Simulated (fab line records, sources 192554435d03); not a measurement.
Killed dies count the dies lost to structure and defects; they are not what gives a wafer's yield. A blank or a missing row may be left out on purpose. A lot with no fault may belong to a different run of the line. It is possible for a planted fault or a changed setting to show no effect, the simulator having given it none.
fab line records | flow n5Finfet
record: lots: 24 wafers: 72 lastDay: 18
route steps=1938 shown BEOL_M7@1330 BEOL_M8@1332
lots that met no fault: taken from a fault-free run of the same line
startH: start of the lot's first displayed wafer, in hours after the record's first day | waitH: time in hours since the lot's previous step | " unchanged from the row above | L1.1+2: a row that stands for several wafers | - no value present, or no start provided | * or withheld: withheld | < > ~ a bound
route shown NAME@n: a module of which the file shows steps, and the number in the route of the first | usual: mean and standard deviation over wafers with no fault | same: alike in all rows | chamber/n: place in a boat | sites: each site's reading | _std_site: standard deviation of those values | _edge_site: the outer-site mean with the inner-site mean subtracted | radiusMm: for every site, how far away it sits from the centre of the wafer | mask NAME#n: copy n | behind: the last tool/chamber to shape the wafer | hold: what put the lot on hold/how long, in hours/how the hold closed | device: which transistor (n, p or np) failed to switch | end of line: tests of these same wafers at the route's end | where a step has no rows: the recipe by itself | killed: the dies lost at the first sort to structure and to defects; this is not the yield of the wafer | map: a wafer's dies, x killed, . not, _ none there
set.NAME: setting as actually run; set.NAME@STEP: the setting as run at that earlier step | model.NAME: the simulator's own value behind a step, which no gauge read
a sample of lots followed through the steps of the route, with each step as a table and each wafer as a row
services: a tool's chamber out of use, with start hour (startH, from the record's first day; less than 0 if before it), hours out, and reason
== steps ==
step: N5_BEOL_M7_RS_MEAS_57
recipe: thkMeasGauge: four-point-probe reads: Cu_of_BEOL_M7_ECD_50+Co_of_BEOL_M7_CVD_78+TaN_of_BEOL_M7_ALD_77
usual: M7_RS: 0.283/0.0073
columns lot.wafer tool chamber startH waitH M7_RS[ohm/sq]
L075.2 filmMetro-01 - 189.39 0.1 0.297
L075.3 " - " " 0.294
L075.4 " - " " 0.296
L074.1 filmMetro-01 - 190.56 0.1 0.278
L074.3 " - " " 0.275
L074.5 " - " " 0.277
L076.1 filmMetro-01 - 193.51 0.1 0.281
L076.3 " - " " 0.284
L076.5 " - " " 0.287
L077.3 filmMetro-01 - 207.06 0.1 0.278
L077.4 " - " " 0.289
L077.6 " - " " 0.290
L078.1 filmMetro-02 - 220.40 0.1 0.288
L078.4 " - " " 0.286
L078.6 " - " " 0.297
L079.1 filmMetro-02 - 223.86 0.1 0.274
L079.4 " - " " 0.288
L079.6 " - " " 0.295
L080.1 filmMetro-02 - 229.90 0.1 0.288
L080.2 " - " " 0.286
L080.3 " - " " 0.286
L081.3 filmMetro-02 - 240.53 0.1 0.272
L081.5 " - " " 0.276
L081.6 " - " " 0.277
L083.1 filmMetro-02 - 245.25 0.1 0.277
L083.2 " - " " 0.284
L083.6 " - " " 0.295
L084.1 filmMetro-02 - 250.85 0.1 0.292
L084.2 " - " " 0.275
L084.4 " - " " 0.281
L082.2 filmMetro-02 - 252.04 0.1 0.279
L082.4 " - " " 0.274
L082.6 " - " " 0.285
L085.1 filmMetro-01 - 260.11 0.1 0.279
L085.2 " - " " 0.286
L085.3 " - " " 0.274
L086.2 filmMetro-02 - 268.82 0.1 0.294
L086.3 " - " " 0.280
L086.6 " - " " 0.297
L088.1 filmMetro-02 - 277.73 0.1 0.286
L088.2 " - " " 0.283
L088.6 " - " " 0.277
L087.1 filmMetro-01 - 278.42 0.1 0.285
L087.3 " - " " 0.274
L087.5 " - " " 0.279
L089.1 filmMetro-01 - 281.20 0.1 0.276
L089.2 " - " " 0.289
L089.5 " - " " 0.273
L090.3 filmMetro-01 - 287.17 0.1 0.286
L090.4 " - " " 0.287
L090.5 " - " " 0.286
L091.1 filmMetro-01 - 287.61 0.1 0.291
L091.3 " - " " 0.282
L091.5 " - " " 0.279
L092.1 filmMetro-02 - 311.69 0.1 0.285
L092.2 " - " " 0.290
L092.3 " - " " 0.292
L094.1 filmMetro-01 - 320.86 0.1 0.274
L094.5 " - " " 0.289
L094.6 " - " " 0.276
L093.2 filmMetro-01 - 324.10 0.1 0.285
L093.4 " - " " 0.285
L093.6 " - " " 0.278
L097.3 filmMetro-02 - 335.18 0.1 0.283
L097.5 " - " " 0.284
L097.6 " - " " 0.287
L095.1 filmMetro-02 - 347.18 0.1 0.281
L095.5 " - " " 0.286
L095.6 " - " " 0.282
L096.3 filmMetro-02 - 349.59 0.1 0.292
L096.4 " - " " 0.301
L096.5 " - " " 0.287
step: N5_BEOL_M8_ILD_DEP_00
recipe: material: SiCOH_lowk targetThkA: 1797.5 tempC: 300 precursor: DEMS/porogen pressureTorr: 5 rfW: 500 timeS: 33.4
usual: heaterPowerW: 323/43 showerheadPlenumPTorr: 5.735/0.015 throttleValvePct: 13.8/0.59
columns lot.wafer tool chamber startH waitH heaterPowerW showerheadPlenumPTorr sinceWetCleanH throttleValvePct
L075.2 pecvd-03 2 189.46 0.0 258 5.753 139 13.0
L075.3 " 1 " " 303 5.744 1618 14.0
L075.4 " 0 " " 309 5.737 - 14.4
L074.1 pecvd-02 0 190.63 0.0 266 5.721 1076 14.7
L074.3 " 1 " " 367 5.758 - 14.3
L074.5 " 0 " " 199 5.722 - 14.5
L076.1 pecvd-02 0 193.58 0.0 238 5.730 1079 14.2
L076.3 " 2 " " 406 5.740 325 13.5
L076.5 " 2 " " 418 5.739 - 13.5
L077.3 pecvd-03 2 207.12 0.0 263 5.752 157 12.8
L077.4 " 2 " " 276 5.748 - 13.0
L077.6 " 0 " " 291 5.740 - 14.3
L078.1 pecvd-03 0 220.46 0.0 353 5.734 924 14.5
L078.4 " 2 " " 281 5.759 - 13.0
L078.6 " 0 " " 352 5.749 - 14.3
L079.1 pecvd-02 1 223.92 0.0 354 5.767 1834 14.1
L079.4 " 2 " " 408 5.742 - 13.4
L079.6 " 0 " " 255 5.729 - 14.4
L080.1 pecvd-02 2 229.97 0.0 393 5.735 361 13.5
L080.2 " 1 " " 378 5.750 1840 14.2
L080.3 " 0 " " 206 5.714 1115 14.5
L081.3 pecvd-04 2 240.59 0.0 364 5.741 553 14.3
L081.5 " 1 " " 325 5.708 - 13.7
L081.6 " 0 " " 323 5.729 - 13.0
L083.1 pecvd-04 1 245.31 0.0 304 5.706 2037 13.7
L083.2 " 0 " " 338 5.735 1312 13.0
L083.6 " 0 " " 344 5.751 - 13.3
L084.1 pecvd-03 2 250.91 0.0 264 5.737 201 13.0
L084.2 " 1 " " 329 5.744 1680 13.7
L084.4 " 0 " " 332 5.760 - 14.5
L082.2 pecvd-04 2 252.10 0.0 365 5.740 564 14.1
L082.4 " 2 " " 369 5.736 - 14.2
L082.6 " 0 " " 329 5.731 - 12.8
L085.1 pecvd-03 2 260.17 0.0 305 5.749 210 13.0
L085.2 " 1 " " 342 5.735 1689 13.8
L085.3 " 0 " " 347 5.733 964 14.7
L086.2 pecvd-02 1 268.89 0.0 334 5.769 1879 14.4
L086.3 " 0 " " 210 5.711 1154 14.0
L086.6 " 0 " " 215 5.720 - 14.3
L088.1 pecvd-04 1 277.79 0.0 320 5.733 2069 13.6
L088.2 " 2 " " 366 5.746 590 14.4
L088.6 " 1 " " 318 5.721 - 13.8
L087.1 pecvd-03 0 278.48 0.0 336 5.728 982 14.8
L087.3 " 1 " " 281 5.737 1707 13.5
L087.5 " 1 " " 295 5.745 - 13.6
L089.1 pecvd-04 1 281.27 0.0 339 5.735 2073 13.8
L089.2 " 0 " " 325 5.748 1348 12.9
L089.5 " 1 " " 344 5.717 - 13.5
L090.3 pecvd-04 0 287.25 0.1 309 5.738 - 13.2
L090.4 " 1 " " 304 5.721 - 13.6
L090.5 " 0 " " 317 5.731 - 12.9
L091.1 pecvd-04 0 287.67 0.0 309 5.745 1354 13.1
L091.3 " 0 " " 317 5.743 - 13.1
L091.5 " 0 " " 322 5.719 - 13.1
L092.1 pecvd-04 0 311.75 0.0 313 5.726 1378 13.3
L092.2 " 2 " " 345 5.755 624 14.6
L092.3 " 1 " " 289 5.712 2103 13.3
L094.1 pecvd-04 1 320.93 0.0 318 5.710 2112 13.7
L094.5 " 0 " " 286 5.736 - 13.2
L094.6 " 1 " " 315 5.719 - 13.5
L093.2 pecvd-04 1 324.16 0.0 339 5.729 2116 13.7
L093.4 " 0 " " 335 5.712 - 12.8
L093.6 " 1 " " 352 5.707 - 13.3
L097.3 pecvd-04 2 335.24 0.0 316 5.756 648 14.4
L097.5 " 1 " " 328 5.722 - 13.6
L097.6 " 2 " " 320 5.739 - 14.6
L095.1 pecvd-03 2 347.24 0.0 319 5.753 297 13.2
L095.5 " 1 " " 337 5.730 - 13.6
L095.6 " 2 " " 330 5.755 - 13.0
L096.3 pecvd-02 2 349.65 0.0 386 5.738 481 13.9
L096.4 " 0 " " 212 5.722 - 14.1
L096.5 " 1 " " 380 5.760 - 14.3
step: N5_BEOL_M8_OVL_MEAS_12
recipe: pointsPerWafer: 44
usual: M8_OVL: -0.4/0.69
columns lot.wafer tool chamber startH waitH M8_OVL[nm]
L075.2 overlay-02 0 192.15 0.0 -1.0
L075.3 " 0 " " -0.4
L075.4 " 0 " " -0.5
L074.1 overlay-02 0 192.55 0.0 1.4
L074.3 " 0 " " 1.1
L074.5 " 0 " " 0.8
L076.1 overlay-02 0 195.29 0.0 -0.9
L076.3 " 0 " " -0.8
L076.5 " 0 " " -0.5
L077.3 overlay-01 0 208.85 0.0 0.4
L077.4 " 0 " " 0.8
L077.6 " 0 " " 0.2
L078.1 overlay-02 0 222.07 0.0 0.1
L078.4 " 0 " " -0.2
L078.6 " 0 " " -0.9
L079.1 overlay-01 0 225.85 0.0 -1.5
L079.4 " 0 " " -0.7
L079.6 " 0 " " -1.3
L080.1 overlay-01 0 234.54 0.0 -0.2
L080.2 " 0 " " -0.1
L080.3 " 0 " " 0.8
L081.3 overlay-02 0 244.43 0.0 0.1
L081.5 " 0 " " 0.7
L081.6 " 0 " " 0.2
L083.1 overlay-01 0 247.87 0.0 -0.5
L083.2 " 0 " " -0.3
L083.6 " 0 " " -0.6
L084.1 overlay-01 0 252.72 0.0 -0.2
L084.2 " 0 " " 0.8
L084.4 " 0 " " -0.9
L082.2 overlay-02 0 254.60 0.0 -0.4
L082.4 " 0 " " -1.4
L082.6 " 0 " " -0.9
L085.1 overlay-02 0 265.15 0.0 -1.2
L085.2 " 0 " " -0.8
L085.3 " 0 " " -1.0
L086.2 overlay-02 0 270.64 0.0 -0.8
L086.3 " 0 " " -0.4
L086.6 " 0 " " 0.3
L088.1 overlay-02 0 279.82 0.0 -0.1
L088.2 " 0 " " -0.5
L088.6 " 0 " " -0.7
L087.1 overlay-01 0 280.18 0.0 -0.8
L087.3 " 0 " " -0.7
L087.5 " 0 " " -1.2
L089.1 overlay-01 0 283.38 0.0 -1.3
L089.2 " 0 " " -0.2
L089.5 " 0 " " -0.7
L090.3 overlay-01 0 290.91 0.0 -0.7
L090.4 " 0 " " 0.3
L090.5 " 0 " " -0.6
L091.1 overlay-02 0 291.23 0.0 -0.5
L091.3 " 0 " " -0.7
L091.5 " 0 " " -0.5
L092.1 overlay-01 0 313.36 0.0 0.3
L092.2 " 0 " " 1.3
L092.3 " 0 " " -0.7
L094.1 overlay-01 0 323.81 0.0 -0.7
L094.5 " 0 " " -1.1
L094.6 " 0 " " -0.1
L093.2 overlay-02 0 327.47 0.0 -0.5
L093.4 " 0 " " -0.6
L093.6 " 0 " " -0.6
L097.3 overlay-02 0 337.32 0.0 -0.6
L097.5 " 0 " " -0.4
L097.6 " 0 " " 0.2
L095.1 overlay-02 0 348.82 0.0 -1.1
L095.5 " 0 " " -1.2
L095.6 " 0 " " -2.0
L096.3 overlay-02 0 352.94 0.0 -0.2
L096.4 " 0 " " 0.6
L096.5 " 0 " " 0.0
step: N5_BEOL_M8_INSPECT_13
recipe: mode: adi inspectInstrument: brightfield
usual: rawDefectCount: 427/100
columns lot.wafer tool chamber startH waitH rawDefectCount
L075.2 defectInspect-01 - 192.17 0.0 437
L075.3 " - " " 385
L075.4 " - " " 243
L074.1 defectInspect-02 - 192.58 0.0 207
L074.3 " - " " 291
L074.5 " - " " 361
L076.1 defectInspect-01 - 195.32 0.0 233
L076.3 " - " " 355
L076.5 " - " " 341
L077.3 defectInspect-02 - 208.88 0.0 293
L077.4 " - " " 456
L077.6 " - " " 375
L078.1 defectInspect-01 - 222.09 0.0 652
L078.4 " - " " 591
L078.6 " - " " 501
L079.1 defectInspect-02 - 225.87 0.0 561
L079.4 " - " " 362
L079.6 " - " " 432
L080.1 defectInspect-02 - 234.56 0.0 266
L080.2 " - " " 377
L080.3 " - " " 251
L081.3 defectInspect-02 - 244.45 0.0 560
L081.5 " - " " 729
L081.6 " - " " 538
L083.1 defectInspect-01 - 247.90 0.0 397
L083.2 " - " " 327
L083.6 " - " " 495
L084.1 defectInspect-02 - 252.75 0.0 432
L084.2 " - " " 267
L084.4 " - " " 410
L082.2 defectInspect-02 - 254.63 0.0 495
L082.4 " - " " 477
L082.6 " - " " 481
L085.1 defectInspect-02 - 265.18 0.0 385
L085.2 " - " " 581
L085.3 " - " " 311
L086.2 defectInspect-02 - 270.67 0.0 435
L086.3 " - " " 512
L086.6 " - " " 426
L088.1 defectInspect-01 - 279.85 0.0 599
L088.2 " - " " 690
L088.6 " - " " 596
L087.1 defectInspect-02 - 280.21 0.0 461
L087.3 " - " " 373
L087.5 " - " " 520
L089.1 defectInspect-01 - 283.41 0.0 380
L089.2 " - " " 615
L089.5 " - " " 472
L090.3 defectInspect-02 - 290.93 0.0 436
L090.4 " - " " 458
L090.5 " - " " 339
L091.1 defectInspect-02 - 291.25 0.0 301
L091.3 " - " " 331
L091.5 " - " " 293
L092.1 defectInspect-01 - 313.38 0.0 560
L092.2 " - " " 428
L092.3 " - " " 368
L094.1 defectInspect-02 - 323.83 0.0 477
L094.5 " - " " 533
L094.6 " - " " 410
L093.2 defectInspect-01 - 327.50 0.0 623
L093.4 " - " " 461
L093.6 " - " " 482
L097.3 defectInspect-02 - 337.35 0.0 434
L097.5 " - " " 408
L097.6 " - " " 343
L095.1 defectInspect-02 - 348.84 0.0 401
L095.5 " - " " 381
L095.6 " - " " 290
L096.3 defectInspect-02 - 352.96 0.0 341
L096.4 " - " " 427
L096.5 " - " " 368
step: N5_BEOL_M8_VIA_ETCH_34
recipe: chemistry: C4F6/O2 target: SiCOH_lowk targetDepthA: 1255 maskMaterial: SOC taperDeg: 4 timeS: 50.5 ionEnergyEv: 250 pressureMtorr: 30 sourceW: 345 biasW: 185 Ar_flow_sccm: 300 C4F6_flow_sccm: 10 O2_flow_sccm: 10
usual: drypumpMotorCurrentA: 5.7/0.52 mfcArSccm: 300.0/0.9 oes_f_703_au: 0.77/0.074 oes_o_777_au: 0.77/0.073 oesProductAu: 0.77/0.067 rfVppV: 666/20 showerheadPlenumPTorr: 2.86/0.084 throttleValvePct: 20.86/0.26
columns lot.wafer tool chamber startH waitH drypumpMotorCurrentA mfcArSccm oes_f_703_au oes_o_777_au oesProductAu rfHoursCounterH rfVppV showerheadPlenumPTorr throttleValvePct
L075.2 rieDiel-02 3 194.63 0.0 5.2 298.3 0.73 0.72 0.71 198 663 2.95 21.39
L075.3 " 2 " " 5.0 301.5 0.87 0.86 0.87 58 629 2.77 20.51
L075.4 " 0 " " 6.1 300.8 0.81 0.79 0.80 88 666 2.90 20.62
L074.1 rieDiel-02 3 195.26 0.0 5.2 300.2 0.73 0.72 0.70 199 663 2.95 21.39
L074.3 " 2 " " 5.0 301.0 0.88 0.85 0.86 58 630 2.77 20.51
L074.5 " 2 " " 5.1 299.3 0.88 0.86 0.86 - 629 2.77 20.52
L076.1 rieDiel-02 3 197.38 0.0 5.2 301.6 0.72 0.71 0.71 200 662 2.94 21.40
L076.3 " 1 " " 5.5 299.0 0.67 0.66 0.68 222 679 2.91 20.70
L076.5 " 2 " " 5.1 300.2 0.87 0.85 0.87 - 628 2.77 20.52
L077.3 rieDiel-06 1 211.71 0.0 5.2 301.1 0.71 0.72 0.74 146 698 2.95 21.05
L077.4 " 3 " " 5.6 300.5 0.73 0.72 0.74 161 681 2.74 20.83
L077.6 " 2 " " 5.9 301.2 0.75 0.75 0.77 - 687 2.99 21.04
L078.1 rieDiel-02 3 225.19 0.0 5.2 300.1 0.72 0.70 0.70 209 662 2.94 21.41
L078.4 " 1 " " 5.5 299.4 0.67 0.65 0.67 231 682 2.91 20.70
L078.6 " 3 " " 5.2 299.9 0.72 0.70 0.70 - 663 2.94 21.42
L079.1 rieDiel-01 0 228.31 0.0 5.7 300.1 0.74 0.75 0.73 185 662 2.84 20.81
L079.4 " 1 " " 6.4 299.6 0.75 0.76 0.78 137 671 2.76 20.82
L079.6 " 0 " " 5.7 300.4 0.74 0.75 0.73 - 664 2.84 20.79
L080.1 rieDiel-02 3 237.12 0.0 5.2 299.9 0.72 0.70 0.70 214 663 2.94 21.41
L080.2 " 0 " " 6.1 299.3 0.78 0.78 0.78 104 668 2.89 20.66
L080.3 " 1 " " 5.5 300.2 0.67 0.66 0.68 236 680 2.91 20.72
L081.3 rieDiel-02 3 247.20 0.0 5.2 301.1 0.72 0.70 0.69 218 661 2.94 21.43
L081.5 " 3 " " 5.2 300.2 0.71 0.69 0.69 - 662 2.94 21.42
L081.6 " 0 " " 6.1 302.0 0.79 0.78 0.78 - 667 2.89 20.65
L083.1 rieDiel-06 3 249.80 0.0 5.7 301.4 0.72 0.71 0.72 175 681 2.74 20.86
L083.2 " 2 " " 5.9 300.6 0.74 0.74 0.77 146 687 2.98 21.04
L083.6 " 2 " " 5.9 300.4 0.74 0.74 0.76 - 689 2.98 21.06
L084.1 rieDiel-06 0 256.38 0.0 6.7 299.7 0.87 0.87 0.87 35 659 2.89 20.74
L084.2 " 2 " " 5.9 299.6 0.74 0.74 0.76 148 687 2.98 21.04
L084.4 " 1 " " 5.2 299.6 0.70 0.70 0.73 161 697 2.94 21.08
L082.2 rieDiel-06 2 256.84 0.0 5.9 300.3 0.74 0.75 0.76 148 687 2.98 21.04
L082.4 " 1 " " 5.2 299.6 0.69 0.70 0.72 162 698 2.94 21.07
L082.6 " 0 " " 6.7 299.2 0.87 0.87 0.87 - 661 2.89 20.74
L085.1 rieDiel-06 3 266.68 0.0 5.7 300.7 0.72 0.70 0.73 178 682 2.73 20.87
L085.2 " 1 " " 5.2 300.6 0.70 0.70 0.72 164 697 2.94 21.07
L085.3 " 2 " " 5.9 298.0 0.74 0.74 0.75 150 688 2.98 21.05
L086.2 rieDiel-06 1 273.39 0.0 5.2 300.3 0.69 0.70 0.72 166 698 2.94 21.10
L086.3 " 0 " " 6.7 300.8 0.87 0.86 0.86 39 659 2.89 20.77
L086.6 " 0 " " 6.7 300.7 0.86 0.85 0.86 - 660 2.89 20.75
L087.1 rieDiel-01 1 283.04 0.0 6.4 299.6 0.74 0.76 0.75 156 671 2.75 20.84
L087.3 " 2 " " 6.3 300.2 0.92 0.93 0.89 29 635 2.80 20.57
L087.5 " 1 " " 6.4 298.0 0.74 0.75 0.76 - 671 2.75 20.87
L088.1 rieDiel-02 3 283.20 0.0 5.2 300.9 0.70 0.69 0.69 234 663 2.93 21.44
L088.2 " 0 " " 6.1 298.5 0.77 0.77 0.76 117 666 2.89 20.65
L088.6 " 3 " " 5.2 301.0 0.71 0.69 0.69 - 662 2.93 21.45
L089.1 rieDiel-02 2 284.53 0.0 5.0 299.0 0.83 0.80 0.83 94 627 2.75 20.59
L089.2 " 3 " " 5.2 298.3 0.70 0.69 0.68 235 662 2.93 21.47
L089.5 " 0 " " 6.1 298.9 0.77 0.77 0.77 - 666 2.89 20.66
L090.3 rieDiel-01 1 292.19 0.0 6.4 301.4 0.73 0.75 0.74 160 671 2.75 20.85
L090.4 " 2 " " 6.3 299.1 0.91 0.92 0.90 33 635 2.80 20.59
L090.5 " 0 " " 5.7 298.5 0.72 0.74 0.71 - 663 2.83 20.84
L091.1 rieDiel-01 3 292.65 0.0 5.3 298.6 0.82 0.83 0.82 93 655 2.77 20.82
L091.3 " 1 " " 6.4 301.0 0.74 0.76 0.75 160 670 2.75 20.84
L091.5 " 1 " " 6.4 300.3 0.73 0.76 0.75 - 669 2.75 20.84
L092.1 rieDiel-01 3 315.98 0.0 5.3 298.9 0.82 0.81 0.81 100 654 2.77 20.80
L092.2 " 2 " " 6.2 300.1 0.90 0.91 0.87 41 635 2.80 20.59
L092.3 " 1 " " 6.4 299.3 0.73 0.75 0.74 167 671 2.74 20.84
L094.1 rieDiel-02 2 326.18 0.0 5.1 299.8 0.82 0.79 0.81 110 627 2.74 20.58
L094.5 " 2 " " 5.1 299.6 0.82 0.80 0.81 - 628 2.74 20.59
L094.6 " 1 " " 5.5 301.0 0.89 0.88 0.93 - 679 2.89 20.43
L093.2 rieDiel-06 0 329.55 0.0 6.7 298.8 0.83 0.84 0.84 58 658 2.88 20.77
L093.4 " 1 " " 5.2 300.2 0.68 0.69 0.72 - 697 2.93 21.12
L093.6 " 2 " " 5.9 300.9 0.73 0.72 0.74 - 687 2.97 21.09
L097.3 rieDiel-06 3 339.84 0.0 5.6 300.0 0.70 0.69 0.71 200 680 2.73 20.88
L097.5 " 2 " " 5.9 299.2 0.72 0.71 0.73 - 686 2.97 21.10
L097.6 " 3 " " 5.6 297.8 0.70 0.69 0.71 - 682 2.72 20.88
L095.1 rieDiel-01 1 353.01 0.0 6.4 299.8 0.71 0.74 0.73 180 671 2.74 20.87
L095.5 " 2 " " 6.2 301.0 0.87 0.89 0.85 - 635 2.79 20.62
L095.6 " 0 " " 5.7 300.6 0.71 0.72 0.70 - 662 2.82 20.84
L096.3 rieDiel-06 2 355.55 0.0 5.9 299.4 0.72 0.71 0.73 181 687 2.97 21.11
L096.4 " 2 " " 5.9 299.2 0.71 0.71 0.73 - 687 2.97 21.09
L096.5 " 3 " " 5.6 300.0 0.69 0.69 0.71 - 681 2.72 20.89
step: N5_BEOL_M8_TRENCH_ETCH_37
recipe: chemistry: C4F6/O2 targetDepthA: 934.78 target: SiCOH_lowk timeS: 31.2 ionEnergyEv: 250 pressureMtorr: 30 sourceW: 345 biasW: 185 Ar_flow_sccm: 300 C4F6_flow_sccm: 10 O2_flow_sccm: 10
usual: drypumpMotorCurrentA: 5.7/0.52 mfcArSccm: 299.8/0.88 oes_f_703_au: 0.77/0.073 oes_o_777_au: 0.77/0.073 oesProductAu: 0.77/0.068 rfVppV: 666/20 showerheadPlenumPTorr: 2.86/0.084 throttleValvePct: 20.89/0.26
columns lot.wafer tool chamber startH waitH drypumpMotorCurrentA mfcArSccm oes_f_703_au oes_o_777_au oesProductAu rfHoursCounterH rfVppV showerheadPlenumPTorr throttleValvePct
L075.2 rieDiel-02 3 - - 5.2 299.4 0.73 0.72 0.71 198 662 2.95 21.44
L075.3 " 2 " " 5.1 299.4 0.88 0.86 0.87 58 629 2.77 20.55
L075.4 " 0 " " 6.1 300.9 0.80 0.80 0.80 88 667 2.90 20.65
L074.1 rieDiel-02 3 - - 5.2 298.9 0.73 0.72 0.71 199 663 2.95 21.42
L074.3 " 2 " " 5.1 300.3 0.88 0.85 0.87 58 629 2.77 20.56
L074.5 " 2 " " 5.1 300.1 0.88 0.86 0.87 - 630 2.77 20.55
L076.1 rieDiel-02 3 - - 5.2 299.2 0.73 0.71 0.70 200 662 2.94 21.43
L076.3 " 1 " " 5.5 299.3 0.67 0.67 0.67 222 680 2.91 20.74
L076.5 " 2 " " 5.1 300.6 0.87 0.86 0.86 - 630 2.77 20.54
L077.3 rieDiel-06 1 - - 5.2 299.7 0.71 0.71 0.74 146 698 2.95 21.09
L077.4 " 3 " " 5.6 299.8 0.73 0.72 0.74 161 683 2.74 20.87
L077.6 " 2 " " 5.9 299.6 0.75 0.74 0.77 - 688 2.99 21.07
L078.1 rieDiel-02 3 - - 5.2 301.1 0.71 0.71 0.70 209 663 2.94 21.44
L078.4 " 1 " " 5.5 298.5 0.66 0.65 0.67 231 679 2.91 20.75
L078.6 " 3 " " 5.2 300.6 0.72 0.71 0.70 - 663 2.94 21.44
L079.1 rieDiel-01 0 - - 5.7 298.0 0.74 0.75 0.73 185 663 2.84 20.82
L079.4 " 1 " " 6.4 301.1 0.75 0.77 0.77 137 671 2.76 20.86
L079.6 " 0 " " 5.7 298.6 0.73 0.74 0.72 - 663 2.84 20.84
L080.1 rieDiel-02 3 - - 5.1 299.2 0.72 0.71 0.69 214 664 2.94 21.44
L080.2 " 0 " " 6.1 299.5 0.78 0.78 0.79 104 666 2.89 20.65
L080.3 " 1 " " 5.5 300.8 0.66 0.66 0.67 236 681 2.91 20.75
L081.3 rieDiel-02 3 - - 5.1 299.0 0.71 0.70 0.70 218 664 2.94 21.46
L081.5 " 3 " " 5.2 299.3 0.71 0.71 0.69 - 664 2.94 21.46
L081.6 " 0 " " 6.1 295.5 0.79 0.77 0.78 - 667 2.89 20.66
L083.1 rieDiel-06 3 - - 5.6 297.7 0.72 0.71 0.73 175 680 2.74 20.88
L083.2 " 2 " " 5.9 300.2 0.74 0.74 0.77 146 688 2.98 21.08
L083.6 " 2 " " 5.9 298.4 0.75 0.74 0.76 - 688 2.98 21.10
L084.1 rieDiel-06 0 - - 6.7 300.5 0.86 0.86 0.86 35 660 2.89 20.77
L084.2 " 2 " " 5.9 299.7 0.74 0.74 0.77 148 688 2.98 21.08
L084.4 " 1 " " 5.2 300.5 0.69 0.70 0.72 161 697 2.94 21.11
L082.2 rieDiel-06 2 - - 5.9 298.9 0.74 0.73 0.77 148 689 2.98 21.10
L082.4 " 1 " " 5.2 299.7 0.69 0.70 0.73 162 698 2.94 21.10
L082.6 " 0 " " 6.7 298.8 0.87 0.87 0.87 - 660 2.89 20.78
L085.1 rieDiel-06 3 - - 5.6 298.8 0.72 0.71 0.73 178 682 2.73 20.89
L085.2 " 1 " " 5.2 298.7 0.69 0.70 0.72 164 698 2.94 21.10
L085.3 " 2 " " 5.9 298.9 0.74 0.73 0.75 150 686 2.98 21.08
L086.2 rieDiel-06 1 - - 5.2 299.0 0.70 0.70 0.72 166 698 2.94 21.11
L086.3 " 0 " " 6.7 300.2 0.86 0.86 0.87 39 659 2.89 20.77
L086.6 " 0 " " 6.7 299.8 0.86 0.86 0.87 - 660 2.89 20.78
L087.1 rieDiel-01 1 - - 6.4 299.2 0.74 0.75 0.76 156 670 2.75 20.86
L087.3 " 2 " " 6.3 300.8 0.91 0.93 0.89 29 635 2.80 20.61
L087.5 " 1 " " 6.4 299.8 0.74 0.75 0.75 - 671 2.75 20.86
L088.1 rieDiel-02 3 - - 5.1 298.6 0.70 0.69 0.68 234 663 2.93 21.47
L088.2 " 0 " " 6.1 299.4 0.77 0.77 0.77 117 667 2.89 20.68
L088.6 " 3 " " 5.2 298.8 0.71 0.69 0.69 - 662 2.93 21.47
L089.1 rieDiel-02 2 - - 5.1 297.8 0.84 0.81 0.82 94 630 2.75 20.61
L089.2 " 3 " " 5.2 300.2 0.71 0.69 0.68 235 662 2.93 21.48
L089.5 " 0 " " 6.1 300.2 0.77 0.77 0.77 - 667 2.89 20.67
L090.3 rieDiel-01 1 - - 6.3 301.4 0.73 0.75 0.76 160 671 2.75 20.87
L090.4 " 2 " " 6.2 299.6 0.90 0.93 0.89 33 635 2.80 20.62
L090.5 " 0 " " 5.7 300.5 0.72 0.73 0.71 - 663 2.83 20.86
L091.1 rieDiel-01 3 - - 5.3 299.0 0.83 0.83 0.83 93 654 2.77 20.86
L091.3 " 1 " " 6.4 300.1 0.73 0.74 0.74 160 670 2.75 20.88
L091.5 " 1 " " 6.4 300.5 0.73 0.76 0.74 - 670 2.75 20.88
L092.1 rieDiel-01 3 - - 5.3 299.2 0.82 0.82 0.81 100 656 2.77 20.85
L092.2 " 2 " " 6.2 300.4 0.89 0.91 0.88 41 638 2.80 20.63
L092.3 " 1 " " 6.4 298.6 0.73 0.75 0.75 167 671 2.74 20.90
L094.1 rieDiel-02 2 - - 5.1 300.9 0.82 0.79 0.81 110 627 2.74 20.65
L094.5 " 2 " " 5.1 299.3 0.81 0.79 0.81 - 628 2.75 20.63
L094.6 " 1 " " 5.5 300.8 0.90 0.89 0.93 - 681 2.89 20.46
L093.2 rieDiel-06 0 - - 6.7 301.1 0.83 0.83 0.83 58 659 2.88 20.81
L093.4 " 1 " " 5.2 299.7 0.68 0.68 0.70 - 697 2.93 21.14
L093.6 " 2 " " 5.9 300.2 0.72 0.72 0.74 - 687 2.97 21.11
L097.3 rieDiel-06 3 - - 5.6 299.3 0.70 0.69 0.72 200 681 2.72 20.92
L097.5 " 2 " " 5.9 299.0 0.72 0.72 0.73 - 688 2.97 21.11
L097.6 " 3 " " 5.6 299.9 0.70 0.69 0.72 - 680 2.73 20.93
L095.1 rieDiel-01 1 - - 6.4 299.7 0.72 0.74 0.73 180 670 2.74 20.90
L095.5 " 2 " " 6.2 299.4 0.88 0.89 0.84 - 635 2.79 20.64
L095.6 " 0 " " 5.7 299.7 0.72 0.72 0.69 - 662 2.82 20.90
L096.3 rieDiel-06 2 - - 5.9 300.8 0.71 0.71 0.73 181 688 2.97 21.13
L096.4 " 2 " " 5.9 300.1 0.71 0.71 0.74 - 686 2.97 21.13
L096.5 " 3 " " 5.6 299.4 0.70 0.68 0.71 - 681 2.72 20.93
== services ==
columns tool chamber startH hours kind
rieDiel-01 2 173.74 - clean
pecvd-02 2 180.90 5.4 repair
rieDiel-02 - 186.88 2.8 pm
pecvd-04 - 194.21 4.3 pm
rieDiel-01 3 202.68 8.3 repair
pecvd-04 - 209.32 14.6 pm
rieDiel-06 2 233.31 5.4 repair
rieDiel-02 1 272.82 - clean
rieDiel-02 1 272.82 - consumableReplace:focusRing
rieDiel-02 1 272.82 19.7 scheduledDown
rieDiel-02 1 272.82 19.7 ventCycle
pecvd-02 - 276.64 14.9 repair
rieDiel-01 - 276.74 3.5 repair
pecvd-04 2 279.79 13.5 repair
rieDiel-01 3 280.83 10.1 repair
rieDiel-02 0 301.45 6.4 repair
rieDiel-02 3 319.57 8.6 repair
rieDiel-02 3 339.67 - clean
rieDiel-02 3 339.67 - consumableReplace:focusRing
rieDiel-02 3 339.67 16.0 scheduledDown
rieDiel-02 3 339.67 16.0 ventCycle
rieDiel-06 0 341.21 4.4 repair
rieDiel-06 1 352.55 12.5 repair
pecvd-03 - 354.87 5.1 repair
== key ==
fault none
